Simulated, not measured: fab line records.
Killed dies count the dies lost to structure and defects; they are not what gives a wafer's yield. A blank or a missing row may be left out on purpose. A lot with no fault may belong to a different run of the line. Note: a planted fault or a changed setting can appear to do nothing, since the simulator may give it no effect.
A lot that was struck, set against a sound lot / flow nand-harc / 15 steps out of a route of 1159
Sound: wafers L884.1, L884.3, L884.4. The struck wafers were L893.1, L893.2, L893.5. The cause comes at the end.
Each step with rows lists, per side, the tool, then ch with its chambers, then its first start. Under that, the readings that differ: sound wafers / struck wafers / difference of the means / sigmas: that difference in standard deviations of wafers without a fault.
alike: words and numbers the same on both sides, and readings whose means are apart by under 2 such deviations; not compared: readings that were withheld, readings missing a value for some wafer, numbers with overlapping values and no deviation given by the record, and bounds like >300 which may hide the same value.
Wherever a step has rows on one side only, a row that says differs or no value, or a row with sigmas, the two part there. Non-overlapping numbers with no deviation appear without sigmas and do not part them. A reading that every wafer of one side lacks parts them only if that side has two wafers or more.

first, 1 step without rows for these wafers: NHARC_A_ONON_D1_DEP_06 (target thk 1000 nm).
NHARC_A_ONON_D1_THK_MEAS_08: measures by ellipsometry.
  sound on film-metro-01 at day 9 13:02; struck on film-metro-01 at day 11 08:37
  alike: thk-nm
next comes 1 step that has no rows for these wafers: NHARC_A_ONON_D1_DEP_09 (target thickness 1000 nm).
NHARC_A_ONON_D1_THK_MEAS_11: measures by ellipsometry.
  sound on film-metro-02 at day 9 13:36; struck on film-metro-01 at day 11 09:11
  alike: thk-nm
next comes 1 step that has no rows for these wafers: NHARC_A_ONON_D1_DEP_12 (target thickness 1000 nm).
NHARC_A_ONON_D1_THK_MEAS_14: measures by ellipsometry.
  sound on film-metro-02 at day 9 14:10; struck on film-metro-01 at day 11 09:46
reading=thk-nm (nm); sound=1013 1015 1016; struck=985 985 984; difference=-30; sigmas=-3
then, 2 steps without rows for these wafers: NHARC_A_ONON_D1_ANNEAL_15 (time 3600 s); NHARC_A_ONON_D1_DEP_16 (target thk 1000 nm).
NHARC_A_ONON_D1_THK_MEAS_18: measures by ellipsometry.
  sound on film-metro-01 at day 9 21:50; struck on film-metro-02 at day 11 17:49
  alike: thk-nm
next comes 1 step that has no rows for these wafers: NHARC_A_ONON_D1_DEP_19 (target thickness 1000 nm).
NHARC_A_ONON_D1_THK_MEAS_21: measures by ellipsometry.
  sound on film-metro-02 at day 9 22:31; struck on film-metro-02 at day 11 18:23
  alike: thk-nm
NHARC_A_ONON_D1_DEP_22: target thk 1000 nm.
  sound on pecvd-onon-02 ch 0, day 9 22:34; struck on pecvd-onon-02 ch 0, day 11 18:26
  alike: susceptor-temp-C
NHARC_A_ONON_D1_THK_MEAS_24: measures by ellipsometry.
  sound on film-metro-02 at day 9 23:05; struck on film-metro-02 at day 11 18:58
reading=thk-nm (nm); sound=992 993 992; struck=690 689 690; difference=-303; sigmas=-36
next comes 1 step that has no rows for these wafers: NHARC_A_ONON_D1_DEP_25 (target thickness 1000 nm).
-- jump in the record: it breaks off in module A_ONON_D1 and resumes in module END (first step shown: number 1159 of the route), and 11 days separate the struck wafers' starts before and after --
NHARC_END_SORT_01:
  at this point the record logs the struck wafers (prober-01 ch 0, day 23 05:51) and has no rows for the sound ones

WHERE THEY PART
First at NHARC_A_ONON_D1_THK_MEAS_14; last, within this record, at NHARC_END_SORT_01.

WHY: what had been put in by the simulator
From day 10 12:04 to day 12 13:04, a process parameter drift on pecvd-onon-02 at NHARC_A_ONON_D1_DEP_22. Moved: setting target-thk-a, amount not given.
